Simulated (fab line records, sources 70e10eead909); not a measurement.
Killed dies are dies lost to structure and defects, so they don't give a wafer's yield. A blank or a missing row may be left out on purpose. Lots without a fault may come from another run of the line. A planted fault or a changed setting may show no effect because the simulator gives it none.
fab line records | flow nand_harc
record lots=12 wafers=36 last_day=24
route steps=1159 shown A_CHANNEL_FILL_D1@508 A_BONDPAD@1084 THIN_TSV@1119 END@1158
lots that met no fault: from a run of the same line without faults
start_h: hours from the record's first day to the start of the lot's first wafer shown | wait_h: hours since the lot's step before | " the same as in the row above | L1.1+2: a row that stands for several wafers | - no value, or no start given | * or withheld: withheld | < > ~ a bound
route shown NAME@n: a module of which the file shows steps, and the number in the route of the first | usual: mean/standard deviation of fault-free wafers | same: alike in all rows | chamber/n: place in a boat | sites: the reading at each site | _std_site: their standard deviation | _edge_site: outer sites' mean less inner sites' | radius_mm: how far each site lies from the wafer's centre | mask NAME#n: copy n | behind: the tool/chamber that last shaped the wafer | hold: why the lot was held/for how many hours/how that ended | device: the transistor (n, p or np) that didn't switch | end of line: the same wafers' tests at the end of the route | a step without rows: its recipe alone | killed: dies lost to structure and defects at the first sort, not the wafer's yield | map: a wafer's dies, x killed, . not, _ none there
set.NAME: the setting as run; set.NAME@STEP: as run at that earlier step | model.NAME: the simulator's own value behind a step, which no gauge read
steps of the route over a sample of lots; a table a step, a row a wafer
services: from which hour (start_h, from the record's first day; less than 0 if before it) a tool's chamber was out of use, for how many hours, and why
## steps
# step NHARC_A_CHANNEL_FILL_D1_ETCHBACK_08
# recipe target_depth_a=2200 time_s=110 c4f8_flow_sccm=20 ar_flow_sccm=withheld rf_w=600 bias_w=300 chemistry=C4F8
# usual oes_product_au=0.95/0.036 rf_vpp_V=440.3/1.7
# columns lot.wafer tool chamber start_h wait_h oes_product_au rf_hours_counter_h rf_vpp_V
L384.3 rie_diel-10 2 222.96 - 0.97 1 439.3
L384.1 " 3 " " 1.00 1 439.7
L384.4 " 0 " " 1.00 1 441.3
L387.4 rie_diel-10 3 244.01 - 0.92 2 441.0
L387.1 " 2 " " 0.92 1 439.0
L387.5 " 3 " " 0.92 - 441.5
L390.1 rie_diel-10 2 264.73 - 0.93 2 438.6
L390.4 " 0 " " 0.93 3 441.9
L390.2 " 1 " " 0.93 3 441.5
L391.2 rie_diel-10 0 271.14 - 0.92 3 441.3
L391.3 " 1 " " 0.92 3 442.5
L391.4 " 2 " " 0.92 2 440.3
L397.2 rie_diel-01 2 305.37 - 1.00 4 440.4
L397.4 " 0 " " 0.92 4 438.5
L397.5 " 2 " " 0.99 - 440.5
L399.3 rie_diel-01 3 311.06 - 0.93 4 438.2
L399.5 " 1 " " 0.92 - 441.9
L399.6 " 2 " " 0.92 - 439.6
L402.3 rie_diel-01 3 330.50 - 1.00 0 438.9
L402.4 " 0 " " 0.99 0 437.6
L402.5 " 0 " " 1.00 - 437.5
L401.1 rie_diel-01 2 334.31 - 1.00 0 439.5
L401.2 " 0 " " 1.01 0 437.7
L401.6 " 1 " " 1.01 - 440.6
L400.3 rie_diel-10 1 338.06 - 0.92 6 442.8
L400.4 " 2 " " 0.92 5 439.6
L400.5 " 0 " " 0.93 - 441.6
L404.1 rie_diel-01 3 347.47 - 0.99 1 438.9
L404.4 " 0 " " 1.00 1 437.2
L404.6 " 3 " " 1.00 - 440.5
L405.4 rie_diel-10 1 347.51 - 0.93 6 441.3
L405.3 " 2 " " 0.91 5 439.1
L405.1 " 3 " " 0.92 6 441.7
L406.3 rie_diel-10 1 352.16 - 0.92 6 442.8
L406.4 " 2 " " 0.93 6 440.0
L406.1 " 0 " " 0.94 6 441.4
# step NHARC_A_BONDPAD_PVD_17
# recipe target_thk_a=50 bias_v=168.6 power_w=15000 chamber_pressure_pa=0.12 time_s=8.06 substrate_temp_c=50 material=TaN
# usual throttle_valve_pct=30.0/1
# columns lot.wafer tool chamber start_h wait_h throttle_valve_pct
L384.3 pvd_sputter-02 - - - 30.7
L384.4 " - " " 30.1
L384.1 " - " " 30.3
L387.4 pvd_sputter-03 - - - 28.0
L387.1 " - " " 30.1
L387.5 " - " " 28.3
L390.4 pvd_sputter-03 - - - 28.3
L390.2 " - " " 29.5
L390.1 " - " " 30.0
L391.2 pvd_sputter-02 - - - 30.6
L391.3 " - " " 30.8
L391.4 " - " " 30.0
L397.2 pvd_sputter-02 - - - 30.2
L397.4 " - " " 29.9
L397.5 " - " " 30.4
L399.3 pvd_sputter-02 - - - 30.7
L399.6 " - " " 30.2
L399.5 " - " " 30.3
L402.4 pvd_sputter-02 - - - 30.2
L402.3 " - " " 30.8
L402.5 " - " " 30.2
L401.2 pvd_sputter-02 - - - 30.6
L401.1 " - " " 30.5
L401.6 " - " " 30.4
L400.3 pvd_sputter-02 - - - 30.6
L400.4 " - " " 30.6
L400.5 " - " " 30.1
L405.4 pvd_sputter-01 - - - 30.7
L405.3 " - " " 29.6
L405.1 " - " " 27.9
L406.3 pvd_sputter-01 - - - 29.4
L406.4 " - " " 27.8
L406.1 " - " " 30.5
L404.4 pvd_sputter-02 - - - 30.2
L404.1 " - " " 29.9
L404.6 " - " " 30.3
# step NHARC_THIN_TSV_ETCH_44
# recipe target_depth_a=15942 time_s=797.1 cf4_flow_sccm=150 o2_flow_sccm=10 ar_flow_sccm=0 rf_w=300 bias_w=800 chemistry=CF4/O2
# usual drypump_motor_current_A=5.7/0.5 oes_product_au=0.999/0.007 rf_vpp_V=795/4.7 showerhead_plenum_p_Torr=1.84/0.073 throttle_valve_pct=16.914/0.0091
# columns lot.wafer tool chamber start_h wait_h drypump_motor_current_A oes_product_au rf_hours_counter_h rf_vpp_V showerhead_plenum_p_Torr throttle_valve_pct
L384.3 rie_diel-07 0 434.90 0.1 5.4 1.004 2 794 1.83 16.902
L384.4 " 1 " " 4.7 0.995 2 786 1.71 16.914
L384.1 " 2 " " 6.4 0.998 2 800 1.93 16.917
L387.1 rie_diel-02 2 439.49 0.1 5.8 1.010 8 797 1.86 16.902
L387.4 " 0 " " 5.4 0.997 7 792 1.77 16.915
L387.5 " 2 " " 5.8 1.006 - 797 1.86 16.913
L390.2 rie_diel-04 1 457.01 0.1 5.0 0.993 17 795 1.84 16.918
L390.1 " 0 " " 5.3 1.004 15 792 1.83 16.906
L390.4 " 1 " " 5.0 1.000 - 794 1.84 16.909
L391.3 rie_diel-07 2 479.36 0.1 6.4 1.000 4 801 1.93 16.909
L391.2 " 0 " " 5.3 1.002 5 795 1.83 16.929
L391.4 " 1 " " 4.7 1.005 5 787 1.71 16.925
L397.2 rie_diel-07 2 512.78 0.1 6.4 1.006 6 799 1.93 16.895
L397.4 " 0 " " 5.4 1.011 8 795 1.83 16.920
L397.5 " 1 " " 4.7 1.009 - 786 1.71 16.908
L399.3 rie_diel-02 0 525.47 0.1 5.4 0.993 1 790 1.77 16.911
L399.6 " 0 " " 5.4 0.997 - 792 1.77 16.930
L399.5 " 1 " " 6.4 0.982 - 795 1.85 16.910
L402.3 rie_diel-04 2 531.59 0.2 6.1 0.996 8 799 1.88 16.895
L402.5 " 1 " " 5.0 1.014 - 795 1.84 16.907
L402.4 " 2 " " 6.0 0.999 - 797 1.89 16.909
L401.2 rie_diel-02 1 532.68 0.1 6.4 1.007 2 796 1.85 16.898
L401.1 " 3 " " 5.9 1.003 2 801 1.93 16.918
L401.6 " 1 " " 6.4 0.996 - 795 1.85 16.940
L405.4 rie_diel-02 2 552.71 0.1 5.9 1.008 3 797 1.86 16.901
L405.3 " 3 " " 5.9 0.998 3 799 1.93 16.919
L405.1 " 0 " " 5.4 0.996 3 791 1.77 16.914
L400.3 rie_diel-04 2 553.96 0.2 6.0 1.000 10 798 1.88 16.922
L400.5 " 1 " " 5.0 0.998 - 795 1.84 16.916
L400.4 " 3 " " 6.0 1.001 - 786 1.70 16.912
L406.4 rie_diel-02 1 555.05 0.1 6.3 0.998 4 796 1.85 16.920
L406.1 " 3 " " 5.9 1.001 3 801 1.93 16.907
L406.3 " 0 " " 5.4 1.006 4 790 1.77 16.913
L404.1 rie_diel-02 0 558.89 0.1 5.4 0.995 4 790 1.77 16.913
L404.4 " 2 " " 5.8 0.993 4 795 1.86 16.922
L404.6 " 3 " " 5.9 1.003 - 801 1.93 16.899
# step NHARC_END_WLT_00
# usual VT_DECK1_BOTTOM=0.870/0.0068 VT_DECK1_BOTTOM_INNER=0.870/0.0071 VT_DECK1_MEDIAN_NEAR_BOTTOM=0.872/0.0069 VT_DECK1_MEDIAN_NEAR_BOTTOM_INNER=0.872/0.0077 VT_DECK1_MIDDLE=0.884/0.007 VT_DECK1_MIDDLE_INNER=0.884/0.0068 VT_DECK1_TOP=0.896/0.0078 VT_DECK1_TOP_INNER=0.896/0.0072
# columns lot.wafer tool chamber start_h wait_h VT_DECK1_BOTTOM VT_DECK1_BOTTOM_INNER VT_DECK1_MEDIAN_NEAR_BOTTOM VT_DECK1_MEDIAN_NEAR_BOTTOM_INNER VT_DECK1_MIDDLE VT_DECK1_MIDDLE_INNER VT_DECK1_TOP VT_DECK1_TOP_INNER
L384.1 prober-01 - 447.38 0.0 0.877 0.875 0.873 0.879 0.892 0.896 0.903 0.902
L384.3 " - 448.38 1.0 0.870 0.872 0.870 0.880 0.884 0.882 0.899 0.906
L384.4 " - " " 0.869 0.877 0.873 0.873 0.891 0.884 0.900 0.906
L387.1 prober-01 - 462.92 11.7 0.876 0.862 0.867 0.879 0.888 0.876 0.888 0.894
L387.4 " - 464.42 13.2 0.866 0.877 0.876 0.869 0.880 0.877 0.890 0.894
L387.5 " - " " 0.865 0.874 0.868 0.865 0.883 0.887 0.899 0.898
L390.1 prober-02 - 470.93 1.0 0.873 0.868 0.871 0.868 0.886 0.889 0.892 0.897
L390.2 " - " " 0.872 0.867 0.873 0.880 0.884 0.880 0.903 0.893
L390.4 " - " " 0.869 0.867 0.864 0.876 0.887 0.886 0.899 0.894
L391.2 prober-01 - 491.51 0.6 0.878 0.879 0.870 0.877 0.892 0.882 0.902 0.898
L391.3 " - " " 0.875 0.877 0.881 0.876 0.880 0.891 0.903 0.898
L391.4 " - " " 0.878 0.870 0.872 0.873 0.888 0.896 0.894 0.901
L397.2 prober-02 - 523.78 0.6 0.876 0.868 0.873 0.877 0.895 0.887 0.908 0.912
L397.4 " - " " 0.879 0.871 0.873 0.877 0.893 0.892 0.904 0.902
L397.5 " - " " 0.878 0.880 0.876 0.874 0.895 0.894 0.901 0.904
L399.3 prober-02 - 538.65 1.1 0.875 0.872 0.872 0.874 0.884 0.883 0.907 0.894
L399.5 " - 539.65 2.1 0.880 0.871 0.873 0.875 0.883 0.883 0.894 0.899
L399.6 " - " " 0.864 0.873 0.870 0.867 0.882 0.880 0.900 0.898
L401.1 prober-01 - 551.93 0.0 0.878 0.880 0.890 0.890 0.897 0.895 0.908 0.911
L401.2 " - " " 0.878 0.876 0.875 0.885 0.901 0.889 0.907 0.905
L401.6 " - 554.41 2.5 0.875 0.874 0.873 0.879 0.889 0.899 0.910 0.910
L402.3 prober-02 - 552.93 1.0 0.875 0.875 0.875 0.879 0.891 0.888 0.895 0.896
L402.4 " - " " 0.868 0.870 0.876 0.870 0.886 0.888 0.899 0.898
L402.5 " - " " 0.869 0.870 0.872 0.874 0.876 0.880 0.889 0.886
L406.1 prober-02 - 564.09 0.0 0.872 0.876 0.873 0.874 0.892 0.891 0.892 0.902
L406.3 " - " " 0.870 0.880 0.870 0.875 0.883 0.882 0.899 0.903
L406.4 " - " " 0.883 0.875 0.879 0.881 0.882 0.894 0.893 0.901
L400.3 prober-01 - 568.67 4.6 0.870 0.864 0.876 0.871 0.881 0.886 0.889 0.889
L400.4 " - " " 0.871 0.871 0.874 0.873 0.875 0.882 0.902 0.887
L400.5 " - " " 0.872 0.871 0.873 0.873 0.883 0.884 0.892 0.893
L405.1 prober-02 - 571.76 7.7 0.869 0.864 0.866 0.865 0.880 0.887 0.902 0.903
L405.3 " - 572.77 8.7 0.876 0.883 0.885 0.883 0.888 0.891 0.899 0.901
L405.4 " - " " 0.873 0.867 0.871 0.870 0.880 0.892 0.905 0.900
L404.1 prober-01 - 575.44 5.1 0.866 0.879 0.881 0.872 0.894 0.888 0.892 0.892
L404.4 " - 576.94 6.6 0.867 0.873 0.881 0.877 0.887 0.881 0.894 0.898
L404.6 " - 577.94 7.6 0.858 0.878 0.872 0.868 0.891 0.880 0.890 0.898
# step NHARC_END_SORT_01
# recipe temp_c=25
# usual killed_at_array=27/10 killed_at_other=0.6/1 killed_at_periphery=3.4/2.7 killed_dies=31/9.7 killed_open=3.4/1.7 killed_short=2.2/1.5
# same gross_dies=677
# columns lot.wafer tool chamber start_h wait_h killed_at_array killed_at_other killed_at_periphery killed_dies killed_open killed_short
L390.1 prober-02 0 473.88 2.5 107 1 2 110 3 0
L390.2 prober-02 0 474.69 2.8 62 0 1 63 3 4
L390.4 prober-02 0 476.30 3.4 106 0 3 109 7 5
L391.2 prober-01 0 494.85 2.8 121 2 3 126 5 3
L391.3 prober-01 0 495.66 3.1 59 0 3 62 4 2
L391.4 prober-01 0 496.48 3.5 114 0 2 116 2 1
# killed by level:class
L390.1 A_CHANNEL_FILL_D1:unspecified=101 A_STAIRCASE:chamber_film_flake=2 A_WL_FILL:geometric_particle:open=1 A_BLC:geometric_particle:open=1 A_M0:geometric_particle:open=1 P_CONTACT:chamber_film_flake=1 P_M0:chamber_film_flake=1 A_WL_FILL:chamber_film_flake=1
L390.2 A_CHANNEL_FILL_D1:unspecified=50 A_ONON_D1:geometric_particle:short=2 A_M1:chamber_film_flake=2 A_SOURCE_PLATE:geometric_particle:open=1 A_SOURCE_PLATE:geometric_particle:short=1 A_CHANNEL_FILL_D1:geometric_particle:open=1 A_WL_FILL:geometric_particle:short=1 A_M0:geometric_particle:open=1
L390.4 A_CHANNEL_FILL_D1:unspecified=88 A_CHANNEL_HOLE_D1:chamber_film_flake=5 A_ONON_D1:geometric_particle:open=3 A_CHANNEL_FILL_D1:geometric_particle:short=2 P_ZERO_WELL:chamber_film_flake=2 P_M2:geometric_particle:open=1 A_SOURCE_PLATE:geometric_particle:open=1 A_ONON_D1:geometric_particle:short=1
L391.2 A_CHANNEL_FILL_D1:unspecified=103 A_CHANNEL_HOLE_D1:chamber_film_flake=7 A_CONTACT:chamber_film_flake=3 A_STAIRCASE:chamber_film_flake=2 THIN_TSV:chamber_film_flake=2 P_CONTACT:geometric_particle:short=1 P_M0:geometric_particle:open=1 A_SOURCE_PLATE:geometric_particle:short=1
L391.3 A_CHANNEL_FILL_D1:unspecified=50 P_CONTACT:geometric_particle:open=2 A_STAIRCASE:chamber_film_flake=2 A_CONTACT:chamber_film_flake=2 A_ONON_D1:geometric_particle:short=1 A_WL_FILL:geometric_particle:short=1 A_CONTACT:geometric_particle:open=1 A_M0:geometric_particle:open=1
L391.4 A_CHANNEL_FILL_D1:unspecified=102 A_CONTACT:chamber_film_flake=3 A_M0:geometric_particle:open=2 P_M0:chamber_film_flake=2 A_CHANNEL_HOLE_D1:chamber_film_flake=2 A_STAIRCASE:chamber_film_flake=2 A_CHANNEL_HOLE_D1:geometric_particle:short=1 A_ZERO_WELL:chamber_film_flake=1
## services
# columns tool chamber start_h hours kind
rie_diel-02 0 200.15 1.5 repair
rie_diel-04 - 205.11 3.9 repair
rie_diel-10 2 209.00 8.1 repair
pvd_sputter-02 - 214.00 10.0 pm
rie_diel-04 2 214.75 5.5 repair
rie_diel-07 - 228.27 9.0 pm
rie_diel-02 3 236.04 15.7 repair
rie_diel-04 2 236.48 1.3 repair
pvd_sputter-02 - 252.03 16.4 repair
rie_diel-07 - 266.35 0.1 repair
rie_diel-04 2 288.49 2.6 repair
rie_diel-04 - 289.09 9.0 pm
rie_diel-01 - 314.80 9.0 pm
rie_diel-02 - 327.91 9.0 pm
rie_diel-04 0 340.37 7.3 repair
rie_diel-10 - 353.50 9.0 pm
rie_diel-07 1 359.94 4.6 repair
pvd_sputter-02 - 392.00 10.0 pm
rie_diel-02 1 396.42 7.7 repair
rie_diel-02 0 408.33 7.3 repair
rie_diel-01 - 491.80 9.0 pm
rie_diel-02 - 504.91 9.0 pm
rie_diel-10 - 530.50 9.0 pm
rie_diel-10 - 544.11 0.8 repair
## key
first_sign step=NHARC_END_SORT_01 reading=killed_dies direction=up sigmas=6.9 usual=31 struck=98
effect step=NHARC_END_SORT_01 reading=killed_at_array direction=up sigmas=6.7 usual=27 struck=95
more_kills_born_at NHARC_A_CHANNEL_FILL_D1_ETCHBACK_08@rie_diel-10=494
met_at NHARC_A_CHANNEL_FILL_D1_ETCHBACK_08
struck_lots L390,L391
tester_left_out L390,L391
not_acting_at NHARC_A_BONDPAD_PVD_17,NHARC_THIN_TSV_ETCH_44,NHARC_END_WLT_00
onset_between 244.01 264.73
fault kind=chamber_particle_source tool=rie_diel-10 chamber=- onset_h=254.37 steps=NHARC_A_CHANNEL_FILL_D1_ETCHBACK_08 rate_per_visit_cm2=1.6442 end_h=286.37
# tester_left_out: of these lots the tester's yield and bins aren't shown, on N5 and GAA mostly nor the transistor test; their killed dies are dies lost to structure and defects alone, not to doping, threshold or leakage, so they don't give the yield
